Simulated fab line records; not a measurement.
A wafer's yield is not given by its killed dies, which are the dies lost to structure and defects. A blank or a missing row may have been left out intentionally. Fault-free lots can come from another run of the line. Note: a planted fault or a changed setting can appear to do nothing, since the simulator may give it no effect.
Which tool is to blame? | flow nand-harc | 6 lots, 18 wafers sampled, at 4 steps of a route of 1159

WHAT EACH GAUGE READ, for each wafer
NHARC_A_M1_CD_MEAS_09: the cd target is 120 nm.
lot  | measured     | on        | cd-nm (nm)
L110 | day 17 16:30 | cd-sem-01 | 121.0 119.9 121.1
L116 | day 20 02:02 | cd-sem-02 | 119.2 119.5 120.6
L119 | day 20 04:41 | cd-sem-03 | 119.8 120.2 119.2
L122 | day 21 04:00 | cd-sem-01 | 119.5 120.3 121.4
L126 | day 21 22:26 | cd-sem-03 | 116.7 117.3 118.7
L132 | day 23 09:52 | cd-sem-02 | 118.4 118.6 118.7

EACH LOT AND THE TOOL THAT RAN IT (in order: tool; ch and the chambers of the sampled wafers; start)
lot  | NHARC_A_M0_PRE_CLEAN_29                 | NHARC_A_M0_ANNEAL_30             | NHARC_A_M1_SOFTBAKE_04
L110 | pvd-sputter-01, day 17 14:10 or earlier | rtp-anneal-02 ch 0, day 17 14:10 | litho-track-04 ch 0, day 17 16:00
L116 | pvd-sputter-02, day 19 23:49 or earlier | rtp-anneal-01 ch 0, day 19 23:49 | litho-track-01 ch 0, day 20 01:00
L119 | pvd-sputter-01, day 20 02:26 or earlier | rtp-anneal-01 ch 0, day 20 02:26 | litho-track-04 ch 0, day 20 04:00
L122 | pvd-sputter-01, day 20 23:34 or earlier | rtp-anneal-02 ch 0, day 20 23:34 | litho-track-06 ch 0, day 21 03:00
L126 | pvd-sputter-01, day 21 20:19 or earlier | rtp-anneal-02 ch 0, day 21 20:19 | litho-track-06 ch 0, day 21 22:00
L132 | pvd-sputter-01, day 23 07:52 or earlier | rtp-anneal-02 ch 0, day 23 07:52 | litho-track-01 ch 0, day 23 09:00
- NHARC_A_M0_PRE_CLEAN_29: time 30 s.
- NHARC_A_M0_ANNEAL_30: time 90 s.
- NHARC_A_M1_SOFTBAKE_04: time 55 s.

THE ANSWER, worked out from the rows above alone
Rule: usual is defined by the lots themselves. Put in order of their means at a reading, lots are off if they are a third of the lots or fewer, leave a main group of 4 or more, and stand apart from it by a gap of 3 or more times the standard deviation of the main group's means; of several such gaps the widest counts. A main group whose means are all the same, to the digits that the tables above print for the reading, isn't used. Also off: a lot with no number at a reading for which 4 or more lots have one. Where the step has rows for the other lots, those lots are counted as sound.
Nothing can be told from this: no lot is off at any reading shown.

WHAT WAS PUT IN BY THE SIMULATOR
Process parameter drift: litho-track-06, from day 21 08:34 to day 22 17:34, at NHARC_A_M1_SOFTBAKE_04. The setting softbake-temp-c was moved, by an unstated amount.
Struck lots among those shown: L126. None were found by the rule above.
